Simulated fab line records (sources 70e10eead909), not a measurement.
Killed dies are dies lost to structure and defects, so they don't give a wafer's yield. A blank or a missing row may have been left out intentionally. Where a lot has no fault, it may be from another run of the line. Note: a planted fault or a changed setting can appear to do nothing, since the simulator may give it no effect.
fab line records	flow nandHarc
record: lots: 15	wafers: 45	lastDay: 34
route steps=1302 shown A_CHANNEL_HOLE_D1@459
lots untouched by any fault: they come from a run of this same line in which no faults occurred
startH: hours from the record's first day to the start of the lot's first wafer shown	waitH: hours elapsed since this lot's preceding step	" same as the row above	L1.1+2: a single row standing in for several wafers	- either no value or no given start	* or withheld: withheld	< > ~ a bound
route shown NAME@n: names a module that has steps shown in the file, with the first one's number in the route	usual: mean/standard deviation of fault-free wafers	same: alike in all rows	chamber/n: place in a boat	sites: each site's reading	_std_site: standard deviation of those values	_edge_site: the outer-site mean with the inner-site mean subtracted	radiusMm: how far each site lies from the wafer's centre	mask NAME#n: copy n	behind: the most recent tool/chamber to have shaped the wafer	hold: why the lot was held/for how many hours/how that ended	device: whichever transistor did not switch (one of n, p or np)	end of line: tests run on the same wafers once the route is complete	step lacking rows: just its recipe	killed: count of dies lost to structure and defects at first sort (not the wafer's yield)	map: shows each die of a wafer: x if killed, . if not, _ if none is there
set.NAME: the setting that was run; set.NAME@STEP: the one run at that earlier step	model.NAME: the simulator's own value behind a step, which no gauge read
the route's steps for a sample of lots (tables are steps, rows are wafers)
services: when a tool's chamber went out of use (startH, in hours from the record's first day, below 0 if earlier), for how many hours, and the reason
== steps ==
step: NHARC_A_CHANNEL_HOLE_D1_EXPOSE_07
recipe: na: 1.35	targetCdNm: 100	sigmaOuter: 0.3	doseMj: 59.65	maskId: HOLE_D1
usual: exposureDoseMJCm2: 59.66/0.061	focusOffsetNm: 0.0/0.5
lot.wafer	tool	chamber	startH	waitH	mask	exposureDoseMJCm2	focusOffsetNm
L433.4	arfiScanner-03	0	185.79	-	HOLE_D1#0	59.62	-0.6
L433.5	"	0	"	"	HOLE_D1#0	59.64	0.0
L433.6	"	0	"	"	HOLE_D1#0	59.56	-0.6
L435.1	arfiScanner-03	0	212.78	-	HOLE_D1#0	59.57	-0.1
L435.3	"	0	"	"	HOLE_D1#0	59.70	-0.4
L435.5	"	0	"	"	HOLE_D1#0	59.65	0.3
L436.3	arfiScanner-01	0	223.21	-	HOLE_D1#0	59.79	0.3
L436.5	"	0	"	"	HOLE_D1#0	59.72	0.3
L436.6	"	0	"	"	HOLE_D1#0	59.57	0.6
L437.2	arfiScanner-01	0	223.57	-	HOLE_D1#0	59.56	0.2
L437.4	"	0	"	"	HOLE_D1#0	59.47	-0.4
L437.6	"	0	"	"	HOLE_D1#0	59.58	0.4
L440.1	arfiScanner-03	0	260.05	-	HOLE_D1#0	59.72	1.0
L440.3	"	0	"	"	HOLE_D1#0	59.63	0.2
L440.5	"	0	"	"	HOLE_D1#0	59.66	0.4
L439.1	arfiScanner-02	0	260.51	-	HOLE_D1#0	59.70	0.3
L439.2	"	0	"	"	HOLE_D1#0	59.58	-0.3
L439.4	"	0	"	"	HOLE_D1#0	59.63	-0.2
L441.3	arfiScanner-02	0	267.22	-	HOLE_D1#0	59.62	-1.2
L441.4	"	0	"	"	HOLE_D1#0	59.65	-0.3
L441.5	"	0	"	"	HOLE_D1#0	59.71	-0.6
L444.1	arfiScanner-01	-	293.45	-	HOLE_D1#0	-	-
L444.2	"	-	"	"	HOLE_D1#0	-	-
L444.6	"	-	"	"	HOLE_D1#0	-	-
L443.3	arfiScanner-03	-	294.79	-	HOLE_D1#0	-	-
L443.5	"	-	"	"	HOLE_D1#0	-	-
L443.6	"	-	"	"	HOLE_D1#0	-	-
L445.1	arfiScanner-02	-	309.34	-	HOLE_D1#0	-	-
L445.2	"	-	"	"	HOLE_D1#0	-	-
L445.4	"	-	"	"	HOLE_D1#0	-	-
L447.1	arfiScanner-03	0	321.21	-	HOLE_D1#0	59.79	0.0
L447.2	"	0	"	"	HOLE_D1#0	59.73	0.2
L447.4	"	0	"	"	HOLE_D1#0	59.77	0.0
L446.2	arfiScanner-03	0	322.81	-	HOLE_D1#0	59.57	0.1
L446.5	"	0	"	"	HOLE_D1#0	59.68	-0.4
L446.6	"	0	"	"	HOLE_D1#0	59.67	-0.5
L453.1	arfiScanner-03	0	403.29	-	HOLE_D1#0	59.70	0.1
L453.2	"	0	"	"	HOLE_D1#0	59.69	0.1
L453.6	"	0	"	"	HOLE_D1#0	59.68	0.2
L454.1	arfiScanner-03	0	405.21	-	HOLE_D1#0	59.61	0.0
L454.2	"	0	"	"	HOLE_D1#0	59.74	-0.3
L454.6	"	0	"	"	HOLE_D1#0	59.68	0.1
L455.3	arfiScanner-02	0	406.93	-	HOLE_D1#0	59.57	1.3
L455.4	"	0	"	"	HOLE_D1#0	59.64	0.4
L455.5	"	0	"	"	HOLE_D1#0	59.58	0.7
step: NHARC_A_CHANNEL_HOLE_D1_CD_MEAS_18
usual: cdNm: 99.1/2.1
lot.wafer	tool	chamber	startH	waitH	cdNm
L433.4	cdSem-03	-	187.64	-	97.8
L433.5	"	-	"	"	95.6
L433.6	"	-	"	"	100.0
L435.1	cdSem-02	-	214.22	-	101.4
L435.3	"	-	"	"	99.3
L435.5	"	-	"	"	103.4
L437.2	cdSem-01	-	225.00	-	97.0
L437.4	"	-	"	"	99.4
L437.6	"	-	"	"	96.5
L436.3	cdSem-03	-	225.10	-	95.3
L436.5	"	-	"	"	95.5
L436.6	"	-	"	"	95.4
L440.1	cdSem-02	-	261.49	-	97.3
L440.3	"	-	"	"	94.3
L440.5	"	-	"	"	99.7
L439.1	cdSem-02	-	261.94	-	97.4
L439.2	"	-	"	"	97.9
L439.4	"	-	"	"	95.2
L441.3	cdSem-03	-	268.68	-	98.4
L441.4	"	-	"	"	97.2
L441.5	"	-	"	"	98.1
L444.1	cdSem-01	-	294.89	-	-
L444.2	"	-	"	"	-
L444.6	"	-	"	"	-
L443.3	cdSem-03	-	296.22	-	-
L443.5	"	-	"	"	-
L443.6	"	-	"	"	-
L445.1	cdSem-01	-	310.78	-	-
L445.2	"	-	"	"	-
L445.4	"	-	"	"	-
L447.1	cdSem-03	-	322.65	-	102.0
L447.2	"	-	"	"	99.9
L447.4	"	-	"	"	100.2
L446.2	cdSem-03	-	324.45	-	95.3
L446.5	"	-	"	"	98.0
L446.6	"	-	"	"	98.7
L453.1	cdSem-03	-	404.72	-	98.9
L453.2	"	-	"	"	100.7
L453.6	"	-	"	"	98.1
L454.1	cdSem-03	-	406.66	-	102.1
L454.2	"	-	"	"	98.3
L454.6	"	-	"	"	100.1
L455.3	cdSem-03	-	408.36	-	102.5
L455.4	"	-	"	"	98.2
L455.5	"	-	"	"	100.3
step: NHARC_A_CHANNEL_HOLE_D1_ETCH_19
recipe: biasV: 1200	sourceW: 2500	pressureMtorr: 15	timeS: 34.5	arFlowSccm: 375	c4f8FlowSccm: 28.8	o2FlowSccm: 96.2	tempC: -20	targetDepthA: *	chemistry: C4F8/O2/Ar
usual: drypumpMotorCurrentA: 5.6/0.44	heBacksideLeakSccm: 6.1/0.72	oesAirLineAu: 0.999/0.019	showerheadPlenumPTorr: 3.74/0.053	throttleValvePct: 37.038/0.0085
lot.wafer	tool	chamber	startH	waitH	drypumpMotorCurrentA	heBacksideLeakSccm	oesAirLineAu	rfHoursCounterH	showerheadPlenumPTorr	throttleValvePct
L433.4	harEtch-02	0	191.01	3.4	6.3	6.1	0.996	-	3.81	37.042
L433.5	"	0	"	"	6.3	6.9	0.992	-	3.81	37.046
L433.6	"	1	"	"	5.4	5.6	0.994	-	3.81	37.042
L435.1	harEtch-01	0	214.29	0.1	5.7	5.5	1.007	103	3.77	37.036
L435.3	"	0	"	"	5.7	5.8	1.003	-	3.77	37.013
L435.5	"	0	"	"	5.7	5.5	0.998	-	3.77	37.042
L437.2	harEtch-01	0	225.07	0.1	5.7	5.7	0.981	107	3.77	37.046
L437.4	"	1	"	"	5.1	6.1	1.008	-	3.68	37.034
L437.6	"	1	"	"	5.1	5.6	0.987	-	3.68	37.023
L436.3	harEtch-02	0	225.23	0.1	6.3	6.5	1.002	-	3.80	37.036
L436.5	"	1	"	"	5.4	9.8	1.031	-	3.80	37.033
L436.6	"	0	"	"	6.3	6.7	0.993	-	3.80	37.040
L440.1	harEtch-02	1	261.56	0.1	5.5	6.0	0.986	347	3.78	37.036
L440.3	"	0	"	"	6.4	6.8	0.990	-	3.78	37.051
L440.5	"	0	"	"	6.3	6.6	1.005	-	3.78	37.042
L439.2	harEtch-01	0	262.01	0.1	5.7	5.9	1.023	133	3.75	37.027
L439.1	"	1	"	"	5.1	5.9	1.006	133	3.67	37.041
L439.4	"	1	"	"	5.1	5.6	1.018	-	3.67	37.043
L441.3	harEtch-02	1	268.79	0.1	5.4	5.9	1.026	-	3.78	37.041
L441.4	"	0	"	"	6.3	6.4	0.988	-	3.78	37.030
L441.5	"	1	"	"	5.4	6.2	0.993	-	3.78	37.032
L444.2	harEtch-02	1	294.96	0.1	5.4	5.9	1.027	363	3.77	37.033
L444.1	"	0	"	"	6.3	6.4	0.977	363	3.77	37.031
L444.6	"	1	"	"	5.4	6.1	0.985	-	3.77	37.050
L443.3	harEtch-01	0	296.35	0.1	5.7	6.0	1.024	-	3.74	37.045
L443.5	"	1	"	"	5.1	5.7	0.977	-	3.66	37.049
L443.6	"	0	"	"	5.7	6.2	1.009	-	3.74	37.025
L445.1	harEtch-01	1	310.85	0.1	5.1	5.9	0.969	160	3.65	37.031
L445.2	"	0	"	"	5.7	6.0	0.978	160	3.73	37.034
L445.4	"	0	"	"	5.7	5.8	0.979	-	3.74	37.050
L447.2	harEtch-01	1	324.52	1.9	5.1	6.1	0.999	168	3.65	37.038
L447.1	"	0	"	"	5.7	6.0	1.008	168	3.73	37.045
L447.4	"	0	"	"	5.7	11.2	1.007	-	3.73	37.048
L446.2	harEtch-02	1	326.86	2.4	5.4	6.1	1.021	386	3.76	37.032
L446.5	"	1	"	"	5.4	6.0	1.028	-	3.76	37.051
L446.6	"	0	"	"	6.3	6.9	0.965	-	3.76	37.033
L453.2	harEtch-01	1	404.80	0.1	5.1	6.0	1.025	210	3.63	37.037
L453.1	"	0	"	"	5.7	6.6	1.021	210	3.71	37.041
L453.6	"	0	"	"	5.7	6.0	1.003	-	3.71	37.023
L454.1	harEtch-02	1	408.50	1.8	5.4	5.0	0.992	4	3.74	37.035
L454.2	"	0	"	"	6.3	5.5	0.989	4	3.74	37.031
L454.6	"	1	"	"	5.4	4.8	0.995	-	3.74	37.035
L455.3	harEtch-01	0	409.00	0.6	5.7	5.9	0.978	-	3.70	37.036
L455.4	"	1	"	"	5.1	5.8	1.026	-	3.62	37.025
L455.5	"	1	"	"	5.1	5.9	0.982	-	3.62	37.020
step: NHARC_A_CHANNEL_HOLE_D1_ETCH_20
recipe: biasV: 3000	sourceW: withheld	pressureMtorr: 20	timeS: 361.9	arFlowSccm: 375	c4f8FlowSccm: 89.3	o2FlowSccm: 35.7	tempC: -20	targetDepthA: 16000	chemistry: C4F8/O2/Ar
usual: drypumpMotorCurrentA: 5.6/0.44	heBacksideLeakSccm: 6.0/0.61	oesAirLineAu: 1.001/0.02	showerheadPlenumPTorr: 3.69/0.05	throttleValvePct: 32.155/0.0082
lot.wafer	tool	chamber	startH	waitH	drypumpMotorCurrentA	heBacksideLeakSccm	oesAirLineAu	rfHoursCounterH	showerheadPlenumPTorr	throttleValvePct
L433.4	harEtch-02	0	191.18	0.2	6.3	5.7	0.986	-	3.76	32.159
L433.5	"	0	"	"	6.3	6.5	0.991	-	3.76	32.157
L433.6	"	1	"	"	5.5	5.7	1.033	-	3.76	32.165
L435.1	harEtch-01	0	214.41	0.1	5.6	5.8	1.000	103	3.72	32.140
L435.3	"	0	"	"	5.7	5.8	1.012	-	3.72	32.154
L435.5	"	0	"	"	5.7	5.6	1.004	-	3.72	32.155
L437.2	harEtch-01	0	225.18	0.1	5.7	5.6	1.002	107	3.72	32.152
L437.4	"	1	"	"	5.1	5.7	1.003	-	3.64	32.146
L437.6	"	1	"	"	5.1	5.5	1.019	-	3.64	32.160
L436.3	harEtch-02	0	225.44	0.2	6.3	7.1	0.972	-	3.75	32.163
L436.5	"	1	"	"	5.4	5.9	0.954	-	3.75	32.152
L436.6	"	0	"	"	6.3	6.4	1.008	-	3.75	32.151
L440.1	harEtch-02	1	261.68	0.1	5.4	6.1	0.979	347	3.74	32.136
L440.3	"	0	"	"	6.3	6.3	0.991	-	3.74	32.160
L440.5	"	0	"	"	6.3	6.0	1.010	-	3.74	32.152
L439.2	harEtch-01	0	262.12	0.1	5.7	6.1	1.053	133	3.71	32.145
L439.1	"	1	"	"	5.1	5.6	1.029	133	3.63	32.157
L439.4	"	1	"	"	5.1	5.8	1.006	-	3.63	32.159
L441.3	harEtch-02	1	268.97	0.2	5.5	5.7	0.991	-	3.74	32.164
L441.4	"	0	"	"	6.3	6.0	0.997	-	3.74	32.143
L441.5	"	1	"	"	5.5	5.8	0.962	-	3.74	32.153
L444.2	harEtch-02	1	295.08	0.1	5.4	5.8	1.001	363	3.73	32.157
L444.1	"	0	"	"	6.3	6.7	1.005	363	3.73	32.152
L444.6	"	1	"	"	5.4	6.2	1.005	-	3.73	32.147
L443.3	harEtch-01	0	296.56	0.2	5.7	5.7	0.984	-	3.70	32.152
L443.5	"	1	"	"	5.1	5.9	0.977	-	3.62	32.167
L443.6	"	0	"	"	5.7	5.7	1.006	-	3.70	32.165
L445.1	harEtch-01	1	310.96	0.1	5.1	5.9	1.003	160	3.61	32.146
L445.2	"	0	"	"	5.7	5.8	0.993	160	3.69	32.162
L445.4	"	0	"	"	5.7	5.6	0.973	-	3.69	32.159
L447.2	harEtch-01	1	324.63	0.1	5.1	9.9	1.008	168	3.61	32.151
L447.1	"	0	"	"	5.7	6.0	1.010	168	3.69	32.164
L447.4	"	0	"	"	5.7	6.1	1.036	-	3.69	32.145
L446.2	harEtch-02	1	326.97	0.1	5.4	5.9	0.991	386	3.72	32.154
L446.5	"	1	"	"	5.4	5.6	0.972	-	3.72	32.142
L446.6	"	0	"	"	6.3	6.6	0.994	-	3.72	32.150
L453.2	harEtch-01	1	404.91	0.1	5.1	6.0	1.057	210	3.59	32.160
L453.1	"	0	"	"	5.7	5.7	1.007	210	3.67	32.162
L453.6	"	0	"	"	5.7	6.3	1.020	-	3.67	32.136
L454.1	harEtch-02	1	408.61	0.1	5.4	4.8	1.005	4	3.70	32.157
L454.2	"	0	"	"	6.3	5.6	0.982	4	3.70	32.135
L454.6	"	1	"	"	5.4	4.9	0.974	-	3.70	32.159
L455.3	harEtch-01	0	409.18	0.2	5.7	6.0	0.967	-	3.66	32.149
L455.4	"	1	"	"	5.1	6.2	0.992	-	3.58	32.161
L455.5	"	1	"	"	5.1	6.1	1.021	-	3.59	32.141
== services ==
tool	chamber	startH	hours	kind
arfiScanner-03	-	196.00	4.0	pm
arfiScanner-01	-	252.00	4.0	pm
arfiScanner-03	-	252.42	0.3	repair
arfiScanner-02	-	258.70	0.4	repair
arfiScanner-03	-	279.08	1.4	repair
arfiScanner-02	-	320.16	4.0	pm
arfiScanner-03	-	330.41	10.2	repair
arfiScanner-03	-	365.86	0.5	repair
arfiScanner-03	-	368.00	4.0	pm
harEtch-02	-	377.00	17.0	pm
harEtch-02	0	377.00	17.0	ventCycle
harEtch-02	1	377.00	17.0	ventCycle
arfiScanner-03	-	386.16	7.0	repair
harEtch-02	0	394.00	-	clean
harEtch-02	0	394.00	-	consumableReplace:focusRing
harEtch-02	1	394.00	-	clean
harEtch-02	1	394.00	-	consumableReplace:focusRing
arfiScanner-01	-	394.32	2.0	repair
arfiScanner-02	-	403.09	2.4	repair
== key ==
firstSign: step: NHARC_A_CHANNEL_HOLE_D1_EXPOSE_07	reading: toolRecord	direction: missing
effect none on later readings
metAt NHARC_A_CHANNEL_HOLE_D1_EXPOSE_07
struckLots L443,L444,L445
laterRowsLeftOut L443.3,L443.5,L443.6,L444.1,L444.2,L444.6,L445.1,L445.2,L445.4
sortLeftOut L443.3,L443.5,L443.6,L444.1,L444.2,L444.6,L445.1,L445.2,L445.4
testerLeftOut L443,L444,L445
notActingAt NHARC_A_CHANNEL_HOLE_D1_CD_MEAS_18,NHARC_A_CHANNEL_HOLE_D1_ETCH_19,NHARC_A_CHANNEL_HOLE_D1_ETCH_20
onsetBetween 267.22 293.45
fault: kind: skippedStepWhole	tool: arfiScanner-01,arfiScanner-02,arfiScanner-03	chamber: -	onsetH: 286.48	steps: NHARC_A_CHANNEL_HOLE_D1_EXPOSE_07	scope: struckLotsOnly
testerLeftOut: of these lots the tester's yield and bins aren't shown, on N5 and GAA mostly nor the transistor test; their killed dies are dies lost to structure and defects alone, not to doping, threshold or leakage, so they don't give the yield
sortLeftOut: the simulated sort isn't trusted on such a fault, so these wafers' sort isn't shown, and their yield isn't known
laterRowsLeftOut: the simulator's readings of these wafers behind a module that went badly wrong aren't trusted and aren't shown, but for the sort
